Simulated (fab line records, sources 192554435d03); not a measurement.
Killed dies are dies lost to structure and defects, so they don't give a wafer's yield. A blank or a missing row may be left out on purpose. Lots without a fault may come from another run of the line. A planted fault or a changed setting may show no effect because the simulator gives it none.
Which tool did it? | flow n5_finfet | 24 lots, 72 wafers sampled, at 6 steps of a route of 1938

WHAT THE GAUGES READ, wafer by wafer
N5_BEOL_M8_THK_MEAS_01.
lot  | measured     | on            | M8_ILD_THK (nm)
L074 | day 9 02:56  | film_metro-02 | 152.9 154.2 157.6
L075 | day 9 11:19  | film_metro-01 | 154.3 154.6 156.3
L076 | day 10 05:35 | film_metro-02 | 154.6 151.6 158.1
L077 | day 10 11:43 | film_metro-01 | 154.5 151.3 156.8
L080 | day 10 14:28 | film_metro-01 | 151.2 152.6 154.6
L079 | day 10 18:50 | film_metro-01 | 154.9 154.1 155.3
L078 | day 10 19:37 | film_metro-01 | 152.3 150.7 153.3
L081 | day 11 04:38 | film_metro-01 | 153.1 152.6 156.9
L083 | day 11 08:44 | film_metro-01 | 156.6 157.6 158.0
L082 | day 11 11:18 | film_metro-01 | 151.4 153.0 156.9
L084 | day 11 19:25 | film_metro-02 | 152.1 154.8 155.5
L085 | day 11 23:11 | film_metro-01 | 155.0 155.8 158.0
L086 | day 12 16:32 | film_metro-01 | 152.6 153.6 155.0
L087 | day 12 17:51 | film_metro-01 | 152.8 158.5 155.7
L088 | day 12 21:35 | film_metro-01 | 152.1 154.9 154.6
L089 | day 12 23:38 | film_metro-02 | 152.1 154.8 154.1
L091 | day 13 02:20 | film_metro-02 | 153.5 155.9 155.0
L090 | day 13 07:40 | film_metro-01 | 153.7 152.2 154.1
L092 | day 13 15:40 | film_metro-02 | 151.8 152.4 155.2
L093 | day 14 05:35 | film_metro-01 | 152.8 152.7 155.4
L095 | day 14 13:04 | film_metro-02 | 152.7 156.3 156.7
L094 | day 15 04:58 | film_metro-01 | 153.8 150.1 157.1
L096 | day 15 15:43 | film_metro-02 | 151.3 155.5 155.4
L097 | day 15 16:45 | film_metro-01 | 154.9 158.5 156.4

WHICH TOOL RAN EACH LOT (tool, then ch and the chambers of the sampled wafers, then the start)
lot  | N5_BEOL_M7_PECVD_70             | N5_BEOL_M7_ETCH_41                            | N5_BEOL_M7_CURE_75            | N5_BEOL_M7_ANNEAL_51             | N5_BEOL_M8_CURE_74
L074 | pecvd-02 ch 0,1, day 8 17:10    | rie_diel-02 ch 1,2, day 9 00:01 or earlier    | uv_cure-03 ch 1, day 9 00:01  | rtp_anneal-01 ch 0, day 9 01:33  | uv_cure-02 ch 0, day 9 02:25
L075 | pecvd-01 ch 0,1, day 9 03:27    | rie_diel-03 ch 0,1,3, day 9 07:47 or earlier  | uv_cure-01 ch 1, day 9 07:47  | rtp_anneal-02 ch 0, day 9 09:57  | uv_cure-03 ch 2, day 9 10:48
L076 | pecvd-02 ch 0,2, day 9 20:47    | rie_diel-04 ch 0,2, day 10 01:35 or earlier   | uv_cure-02 ch 2, day 10 01:35 | rtp_anneal-02 ch 0, day 10 04:12 | uv_cure-02 ch 2, day 10 05:08
L077 | pecvd-01 ch 0,1, day 10 04:08   | rie_diel-02 ch 1,2,3, day 10 08:17 or earlier | uv_cure-02 ch 1, day 10 08:17 | rtp_anneal-02 ch 0, day 10 10:21 | uv_cure-02 ch 1, day 10 11:12
L080 | pecvd-02 ch 0,2, day 10 07:08   | rie_diel-04 ch 0,1,3, day 10 10:46 or earlier | uv_cure-03 ch 2, day 10 10:46 | rtp_anneal-02 ch 0, day 10 13:07 | uv_cure-01 ch 2, day 10 14:02
L079 | pecvd-01 ch 0,1,2, day 10 08:57 | rie_diel-04 ch 1,3, day 10 12:17 or earlier   | uv_cure-02 ch 1, day 10 12:17 | rtp_anneal-01 ch 0, day 10 17:28 | uv_cure-01 ch 2, day 10 18:19
L078 | pecvd-03 ch 0,1,2, day 10 12:21 | rie_diel-04 ch 1,2,3, day 10 16:53 or earlier | uv_cure-02 ch 0, day 10 16:53 | rtp_anneal-02 ch 0, day 10 18:16 | uv_cure-02 ch 0, day 10 19:07
L081 | pecvd-01 ch 0,1,2, day 10 18:50 | rie_diel-04 ch 1,2, day 11 01:10 or earlier   | uv_cure-02 ch 0, day 11 01:10 | rtp_anneal-01 ch 0, day 11 03:16 | uv_cure-02 ch 0, day 11 04:07
L083 | pecvd-02 ch 0,1, day 11 03:25   | rie_diel-02 ch 1,2, day 11 06:05 or earlier   | uv_cure-02 ch 2, day 11 06:05 | rtp_anneal-02 ch 0, day 11 07:28 | uv_cure-01 ch 1, day 11 08:23
L082 | pecvd-01 ch 1,2, day 11 04:23   | rie_diel-04 ch 0,2,3, day 11 08:25 or earlier | uv_cure-03 ch 1, day 11 08:25 | rtp_anneal-01 ch 0, day 11 09:55 | uv_cure-03 ch 0, day 11 10:52
L084 | pecvd-02 ch 1,2, day 11 12:05   | rie_diel-02 ch 1,2,3, day 11 16:42 or earlier | uv_cure-02 ch 1, day 11 16:42 | rtp_anneal-01 ch 0, day 11 18:03 | uv_cure-01 ch 0, day 11 18:54
L085 | pecvd-02 ch 1,2, day 11 12:36   | rie_diel-04 ch 1,2,3, day 11 17:02 or earlier | uv_cure-01 ch 2, day 11 17:02 | rtp_anneal-01 ch 0, day 11 21:40 | uv_cure-01 ch 0, day 11 22:45
L086 | pecvd-02 ch 0,1,2, day 12 05:50 | rie_diel-03 ch 0,1,3, day 12 12:22 or earlier | uv_cure-02 ch 0, day 12 12:22 | rtp_anneal-02 ch 0, day 12 15:10 | uv_cure-02 ch 2, day 12 16:01
L087 | pecvd-03 ch 0,1,2, day 12 08:23 | rie_diel-04 ch 0,1,2, day 12 14:38 or earlier | uv_cure-01 ch 2, day 12 14:38 | rtp_anneal-01 ch 0, day 12 16:30 | uv_cure-01 ch 1, day 12 17:25
L088 | pecvd-02 ch 1,2, day 12 13:47   | rie_diel-04 ch 0,1,3, day 12 17:05 or earlier | uv_cure-02 ch 0, day 12 17:05 | rtp_anneal-02 ch 0, day 12 20:13 | uv_cure-01 ch 2, day 12 21:04
L089 | pecvd-03 ch 1,2, day 12 14:03   | rie_diel-03 ch 0,1,3, day 12 20:06 or earlier | uv_cure-02 ch 2, day 12 20:06 | rtp_anneal-01 ch 0, day 12 22:08 | uv_cure-01 ch 1, day 12 23:12
L091 | pecvd-02 ch 0,1,2, day 12 18:28 | rie_diel-03 ch 0,2,3, day 12 22:13 or earlier | uv_cure-01 ch 2, day 12 22:13 | rtp_anneal-02 ch 0, day 13 01:07 | uv_cure-03 ch 1, day 13 02:04
L090 | pecvd-02 ch 1,2, day 12 22:23   | rie_diel-02 ch 1,3, day 13 03:41 or earlier   | uv_cure-02 ch 1, day 13 03:41 | rtp_anneal-01 ch 0, day 13 06:16 | uv_cure-02 ch 0, day 13 07:09
L092 | pecvd-02 ch 1,2, day 13 08:53   | rie_diel-04 ch 0,1,2, day 13 12:30 or earlier | uv_cure-01 ch 0, day 13 12:30 | rtp_anneal-01 ch 0, day 13 14:18 | uv_cure-01 ch 0, day 13 15:09
L093 | pecvd-02 ch 1,2, day 13 19:41   | rie_diel-02 ch 0,2,3, day 14 02:36 or earlier | uv_cure-03 ch 0, day 14 02:36 | rtp_anneal-02 ch 0, day 14 04:14 | uv_cure-01 ch 2, day 14 05:05
L095 | pecvd-02 ch 0,1, day 14 01:05   | rie_diel-03 ch 1,3, day 14 09:22 or earlier   | uv_cure-01 ch 2, day 14 09:22 | rtp_anneal-01 ch 0, day 14 11:44 | uv_cure-03 ch 1, day 14 12:37
L094 | pecvd-03 ch 0,1, day 14 18:20   | rie_diel-03 ch 0,1, day 14 23:49 or earlier   | uv_cure-03 ch 1, day 14 23:49 | rtp_anneal-01 ch 0, day 15 03:16 | uv_cure-03 ch 2, day 15 04:27
L096 | pecvd-02 ch 1,2, day 14 22:59   | rie_diel-02 ch 1,2,3, day 15 05:15 or earlier | uv_cure-01 ch 1, day 15 05:15 | rtp_anneal-01 ch 0, day 15 14:04 | uv_cure-03 ch 0, day 15 15:11
L097 | pecvd-03 ch 1,2, day 15 03:00   | rie_diel-04 ch 1,2, day 15 05:48 or earlier   | uv_cure-02 ch 0, day 15 05:48 | rtp_anneal-02 ch 0, day 15 15:22 | uv_cure-03 ch 2, day 15 16:14
- N5_BEOL_M7_PECVD_70: deposits SiO2 from TEOS/O2, target thk 20 nm, time 22.7 s.
- N5_BEOL_M7_ETCH_41: etches SiCN in CH3F/O2, target depth 31.9 nm, time 57.8 s.
- N5_BEOL_M7_CURE_75: cures SiCOH lowk, time 120 s.
- N5_BEOL_M7_ANNEAL_51: time 90 s.
- N5_BEOL_M8_CURE_74: cures SiCOH lowk, time 240 s.

WHAT THE TOOLS THEMSELVES READ (means of the sampled wafers that have a number; where no wafer has one, the mark that the record gives instead)
N5_BEOL_M7_PECVD_70.
lot  | tool     | heater_power_w (W) | showerhead_plenum_p_Torr (Torr) | throttle_valve_pct (%)
L074 | pecvd-02 | 757                | 8.83                            | 22.6
L075 | pecvd-01 | 642                | 8.74                            | 22.8
L076 | pecvd-02 | 788                | 8.79                            | 22.0
L077 | pecvd-01 | 635                | 8.75                            | 22.9
L080 | pecvd-02 | 743                | 8.80                            | 22.2
L079 | pecvd-01 | 684                | 8.77                            | 22.3
L078 | pecvd-03 | 702                | 8.81                            | 22.2
L081 | pecvd-01 | 702                | 8.75                            | 22.4
L083 | pecvd-02 | 777                | 8.82                            | 22.6
L082 | pecvd-01 | 709                | 8.79                            | 21.8
L084 | pecvd-02 | 837                | 8.78                            | 21.7
L085 | pecvd-02 | 853                | 8.84                            | 22.1
L086 | pecvd-02 | 824                | 8.82                            | 22.2
L087 | pecvd-03 | 667                | 8.80                            | 22.3
L088 | pecvd-02 | 801                | 8.83                            | 22.0
L089 | pecvd-03 | 812                | 8.84                            | 21.3
L091 | pecvd-02 | 815                | 8.81                            | 22.1
L090 | pecvd-02 | 938                | 8.82                            | 22.2
L092 | pecvd-02 | 807                | 8.78                            | 21.9
L093 | pecvd-02 | 830                | 8.80                            | 21.8
L095 | pecvd-02 | 786                | 8.82                            | 22.7
L094 | pecvd-03 | 616                | 8.76                            | 23.3
L096 | pecvd-02 | 922                | 8.83                            | 22.2
L097 | pecvd-03 | 747                | 8.84                            | 21.4

N5_BEOL_M7_ETCH_41.
lot  | tool        | O2_flow_sccm (sccm) | drypump_motor_current_A (A) | oes_product_au (a.u.) | rf_vpp_V (V) | showerhead_plenum_p_Torr (Torr) | throttle_valve_pct (%)
L074 | rie_diel-02 | 20.01               | 5.8                         | 0.86                  | 298.4        | 2.03                            | 15.8
L075 | rie_diel-03 | 19.96               | 5.8                         | 0.78                  | 297.6        | 2.01                            | 16.3
L076 | rie_diel-04 | 20.04               | 5.6                         | 0.71                  | 297.3        | 2.03                            | 16.7
L077 | rie_diel-02 | 20.00               | 6.2                         | 0.87                  | 299.2        | 2.06                            | 16.0
L080 | rie_diel-04 | 19.98               | 5.9                         | 0.81                  | 298.2        | 2.03                            | 16.2
L079 | rie_diel-04 | 19.96               | 5.9                         | 0.90                  | 298.5        | 2.04                            | 15.8
L078 | rie_diel-04 | 20.03               | 5.9                         | 0.81                  | 299.0        | 2.06                            | 16.1
L081 | rie_diel-04 | 20.03               | 5.9                         | 0.72                  | 297.9        | 2.07                            | 16.5
L083 | rie_diel-02 | 19.98               | 5.8                         | 0.84                  | 299.0        | 2.02                            | 15.9
L082 | rie_diel-04 | 19.99               | 5.7                         | 0.80                  | 298.0        | 2.03                            | 16.4
L084 | rie_diel-02 | 20.01               | 6.2                         | 0.85                  | 299.2        | 2.05                            | 16.0
L085 | rie_diel-04 | 19.98               | 5.9                         | 0.80                  | 298.4        | 2.06                            | 16.1
L086 | rie_diel-03 | 20.00               | 5.8                         | 0.77                  | 296.8        | 2.00                            | 16.3
L087 | rie_diel-04 | 19.99               | 5.9                         | 0.71                  | 298.0        | 2.04                            | 16.5
L088 | rie_diel-04 | 20.03               | 5.9                         | 0.79                  | 298.3        | 2.03                            | 16.2
L089 | rie_diel-03 | 20.06               | 5.8                         | 0.76                  | 297.1        | 2.00                            | 16.3
L091 | rie_diel-03 | 20.02               | 5.5                         | 0.78                  | 297.1        | 2.04                            | 16.3
L090 | rie_diel-02 | 20.00               | 6.2                         | 0.85                  | 298.5        | 2.08                            | 16.2
L092 | rie_diel-04 | 19.98               | 5.9                         | 0.70                  | 299.0        | 2.04                            | 16.6
L093 | rie_diel-02 | 19.99               | 6.1                         | 0.78                  | 297.9        | 2.04                            | 16.3
L095 | rie_diel-03 | 20.01               | 5.9                         | 0.74                  | 297.1        | 1.97                            | 16.4
L094 | rie_diel-03 | 19.99               | 5.9                         | 0.71                  | 296.5        | 1.95                            | 16.5
L096 | rie_diel-02 | 19.99               | 6.2                         | 0.81                  | 298.2        | 2.04                            | 16.1
L097 | rie_diel-04 | 20.00               | 6.1                         | 0.71                  | 298.0        | 2.06                            | 16.3

N5_BEOL_M7_CURE_75.
lot  | tool       | lamp_power_pct (%) | wafer_temp_C_max
L074 | uv_cure-03 | 52.34              | 373.4
L075 | uv_cure-01 | 52.28              | 371.2
L076 | uv_cure-02 | 52.24              | 371.7
L077 | uv_cure-02 | 52.32              | 371.0
L080 | uv_cure-03 | 52.37              | 373.2
L079 | uv_cure-02 | 52.27              | 371.2
L078 | uv_cure-02 | 52.31              | 372.4
L081 | uv_cure-02 | 52.31              | 371.9
L083 | uv_cure-02 | 52.35              | 371.4
L082 | uv_cure-03 | 52.32              | 373.0
L084 | uv_cure-02 | 52.34              | 371.1
L085 | uv_cure-01 | 52.39              | 371.2
L086 | uv_cure-02 | 52.31              | 372.4
L087 | uv_cure-01 | 52.32              | 371.3
L088 | uv_cure-02 | 52.31              | 372.4
L089 | uv_cure-02 | 52.33              | 371.6
L091 | uv_cure-01 | 52.29              | 371.2
L090 | uv_cure-02 | 52.29              | 371.1
L092 | uv_cure-01 | 52.33              | 371.3
L093 | uv_cure-03 | 52.36              | 371.2
L095 | uv_cure-01 | 52.30              | 371.1
L094 | uv_cure-03 | 52.31              | 373.1
L096 | uv_cure-01 | 52.37              | 371.2
L097 | uv_cure-02 | 52.28              | 371.9

N5_BEOL_M7_ANNEAL_51.
lot  | tool          | wafer_temp_C_max
L074 | rtp_anneal-01 | 226.2
L075 | rtp_anneal-02 | 225.7
L076 | rtp_anneal-02 | 225.4
L077 | rtp_anneal-02 | 225.8
L080 | rtp_anneal-02 | 225.7
L079 | rtp_anneal-01 | 226.3
L078 | rtp_anneal-02 | 225.7
L081 | rtp_anneal-01 | 226.4
L083 | rtp_anneal-02 | 225.8
L082 | rtp_anneal-01 | 226.4
L084 | rtp_anneal-01 | 226.2
L085 | rtp_anneal-01 | 226.3
L086 | rtp_anneal-02 | 225.7
L087 | rtp_anneal-01 | 226.1
L088 | rtp_anneal-02 | 225.6
L089 | rtp_anneal-01 | 226.0
L091 | rtp_anneal-02 | 225.5
L090 | rtp_anneal-01 | 226.2
L092 | rtp_anneal-01 | 226.1
L093 | rtp_anneal-02 | 225.6
L095 | rtp_anneal-01 | 226.3
L094 | rtp_anneal-01 | 226.1
L096 | rtp_anneal-01 | 226.3
L097 | rtp_anneal-02 | 225.6

N5_BEOL_M8_CURE_74.
lot  | tool       | lamp_power_pct (%) | wafer_temp_C_max
L074 | uv_cure-02 | 52.29              | 387.4
L075 | uv_cure-03 | 52.34              | 387.6
L076 | uv_cure-02 | 52.27              | 386.5
L077 | uv_cure-02 | 52.33              | 386.3
L080 | uv_cure-01 | 52.34              | 386.4
L079 | uv_cure-01 | 52.33              | 386.3
L078 | uv_cure-02 | 52.34              | 387.1
L081 | uv_cure-02 | 52.33              | 387.3
L083 | uv_cure-01 | 52.33              | 386.6
L082 | uv_cure-03 | 52.27              | 386.0
L084 | uv_cure-01 | 52.30              | 386.0
L085 | uv_cure-01 | 52.31              | 386.4
L086 | uv_cure-02 | 52.34              | 387.1
L087 | uv_cure-01 | 52.33              | 386.3
L088 | uv_cure-01 | 52.31              | 386.2
L089 | uv_cure-01 | 52.35              | 386.1
L091 | uv_cure-03 | 52.33              | 388.2
L090 | uv_cure-02 | 52.30              | 387.0
L092 | uv_cure-01 | 52.32              | 386.6
L093 | uv_cure-01 | 52.36              | 386.2
L095 | uv_cure-03 | 52.32              | 388.1
L094 | uv_cure-03 | 52.32              | 387.6
L096 | uv_cure-03 | 52.32              | 386.4
L097 | uv_cure-03 | 52.33              | 388.2

THE ANSWER, worked out from the rows above alone
Rule: what is usual is taken from the lots themselves. Put in order of their means at a reading, lots are off if they are a third of the lots or fewer, leave a main group of 4 or more, and stand apart from it by a gap of 3 or more times the standard deviation of the main group's means; of several such gaps the widest counts. A main group whose means are all the same, to the digits that the tables above print for the reading, isn't used. A lot without any number at a reading at which 4 lots or more have one is off too. The other lots that the step has rows for count as sound. The gauges are gone through in route order, then the tools' own readings, and for those a lot's mean is taken as printed above. The first step at which some lot is off is used, and at that step the reading that is off furthest; a lot without a number counts as furthest.
No lot is off at any reading shown: from this, nothing can be told.

WHAT THE SIMULATOR HAD PUT IN
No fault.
